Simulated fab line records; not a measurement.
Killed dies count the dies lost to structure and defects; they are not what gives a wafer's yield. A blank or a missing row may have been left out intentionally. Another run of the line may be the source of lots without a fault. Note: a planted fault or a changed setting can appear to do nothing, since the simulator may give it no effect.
Comparing a struck lot with a sound one | flow n5-finfet | 15 out of 1938 route steps
Sound: these wafers, L637.2, L637.3, L637.6. Struck: wafer L645.3. (L645.2, L645.4 of the same lot were not struck and are left out.) The cause comes at the end.
At each step with rows: each side's tool, then ch and its chambers, then its first start. Under that, the readings that differ: sound wafers | struck wafers | difference of the means | sigmas: that difference in standard deviations of wafers without a fault.
alike: same words and numbers on both sides, and readings whose means sit less than 2 such deviations apart. not compared: any withheld reading, any reading some wafer has no value for, any bound like >300 that may hide the same value, and any number with overlapping values for which the record gives no deviation.
A row with sigmas, a row that says differs or no value, or rows on one side alone: a step with any of these is where the two part. Non-overlapping numbers with no deviation appear without sigmas and do not part them. A reading missing from all wafers of one side parts the sides only when that side holds two or more wafers.

first, 7 steps without rows for these wafers: N5_BEOL_M11_COAT_60 (time 60 s, resist thk 30 nm); N5_BEOL_M11_COAT_05 (resist thk 90 nm); N5_BEOL_M11_EBR_07; N5_BEOL_M11_SOFTBAKE_06 (time 60 s); N5_BEOL_M11_EXPOSE_08 (exposes mask M11); N5_BEOL_M11_PEB_09 (peb time 60 s); N5_BEOL_M11_DEVELOP_10 (develop time 30 s).
N5_BEOL_M11_CD_MEAS_11: the cd target is 64.1 nm.
  sound on cd-sem-03 ch 0, day 11 07:52; struck on cd-sem-03 ch 0, day 13 16:34
  alike: cd-nm
N5_BEOL_M11_OVL_MEAS_12:
  sound on overlay-01 ch 0, day 11 07:53; struck on overlay-01 ch 0, day 13 16:35
  alike: M11_OVL
N5_BEOL_M11_INSPECT_13: inspects for defects (brightfield).
  sound on defect-inspect-02, day 11 07:55; struck on defect-inspect-01, day 13 16:37
  alike: raw-defect-count
N5_BEOL_M11_DESCUM_16: chemistry O2, time 7.9 s.
  sound on rie-diel-04 ch 1,2, day 11 07:57; struck on rie-diel-04 ch 3, day 13 17:12
  alike: drypump-motor-current-A, oes-product-au, rf-vpp-V, showerhead-plenum-p-Torr, throttle-valve-pct
  not compared: rf-hours-counter-h
N5_BEOL_M11_ETCH_61: etches SiARC in CF4, target depth 39 nm, time 65 s.
  sound on rie-diel-04 ch 1,2, day 11 07:59; struck on rie-diel-04 ch 3, day 13 17:14
  alike: drypump-motor-current-A, etch-rf-on-time-s, oes-product-au, rf-vpp-V, showerhead-plenum-p-Torr, throttle-valve-pct
  not compared: rf-hours-counter-h
N5_BEOL_M11_ETCH_62: etches SOC in N2/H2, target depth 110 nm, overetch 22 nm, time 165 s.
  sound on rie-diel-04 ch 1,2, day 11 08:02; struck on rie-diel-04 ch 3, day 13 17:17
  reading                                     | sound          | struck | difference | sigmas
  model.SiARC_of_BEOL_M11_COAT_60.thk-nm (nm) | 23.6 23.4 23.6 | 24.6   | +1.1       |
  alike: drypump-motor-current-A, oes-product-au, rf-vpp-V, showerhead-plenum-p-Torr, throttle-valve-pct
  not compared: rf-hours-counter-h
then, 1 step without rows for these wafers: N5_BEOL_M11_STRIP_68 (strips in N2/H2).
-- a jump in the record: the struck wafers' starts before and after are 2 days apart (it breaks off in module BEOL_M11 and resumes in module PASSIVATION, where the first step shown is number 1936 of the route) --
N5_PASSIVATION_PROBE_49:
  sound on prober-02, day 13 09:58; struck on prober-01, day 16 04:34
  alike: defect-limited-yield, killed_at_M0_to_M3, killed_at_M4_up, killed-at-contacts, killed-at-front-end, killed-at-other, killed-dies, killed-on-rim, killed-open, killed-short, sort_bin_5_function, sort_bin_6_memory, sort_bin_8_speed, sort-n-pass

== WHERE THEY PART ==
Nowhere in this record.

WHY: what had been put in by the simulator
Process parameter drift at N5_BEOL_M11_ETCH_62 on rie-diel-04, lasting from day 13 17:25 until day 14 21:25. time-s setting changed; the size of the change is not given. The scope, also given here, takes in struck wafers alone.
